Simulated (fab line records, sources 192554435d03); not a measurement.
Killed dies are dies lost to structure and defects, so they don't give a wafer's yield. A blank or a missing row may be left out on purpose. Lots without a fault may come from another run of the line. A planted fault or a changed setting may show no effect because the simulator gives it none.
Chamber matching | flow n5_finfet | N5_STI_FIN_REVEAL_ETCH_34 on rie_si-04: 4 sister chambers
The step etches Si in H2, material Si, target depth 0.97 nm. 4 wafers are shown with their chamber, then 9 later ones without.

WAFERS WITH THEIR CHAMBER
wafer  | chamber | drypump_motor_current_A (A)
L081.4 | 1       | 6.5
L089.1 | 0       | 6.0
L089.4 | 2       | 6.0
L089.5 | 3       | 5.8

WAFERS WITHOUT THEIR CHAMBER
wafer  | drypump_motor_current_A (A)
L090.2 | 6.0
L090.3 | 5.8
L090.5 | 6.1
L091.3 | 6.1
L091.4 | 6.0
L091.5 | 6.0
L094.2 | 6.0
L094.3 | 5.8
L094.5 | 6.0

WHICH CHAMBER EACH WENT THROUGH
wafer  | from the rows above     | in truth
L090.2 | can't be placed: 0 or 2 | 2
L090.3 | 3                       | 3
L090.5 | can't be placed: 0 or 2 | 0
L091.3 | can't be placed: 0 or 2 | 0
L091.4 | can't be placed: 0 or 2 | 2
L091.5 | can't be placed: 0 or 2 | 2
L094.2 | can't be placed: 0 or 2 | 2
L094.3 | 3                       | 3
L094.5 | can't be placed: 0 or 2 | 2
Placed correctly: 2 of 9. Can't be placed from these rows: 7 (the true chamber is among the candidates in 7). Placed wrongly: 0.
How it was worked out, from the rows above alone: a wafer's distance from a chamber is the root of the sum, over the readings, of the square of ((its reading less the chamber's mean) divided by the reading's scatter). The wafer belongs to the nearest chamber; if the next one is less than 2 further off, it can't be placed. A chamber's mean is the mean of its shown wafers. The scatter: with one shown wafer a chamber, the root of the mean of the squares of how far each hidden wafer lies from its nearest shown one.
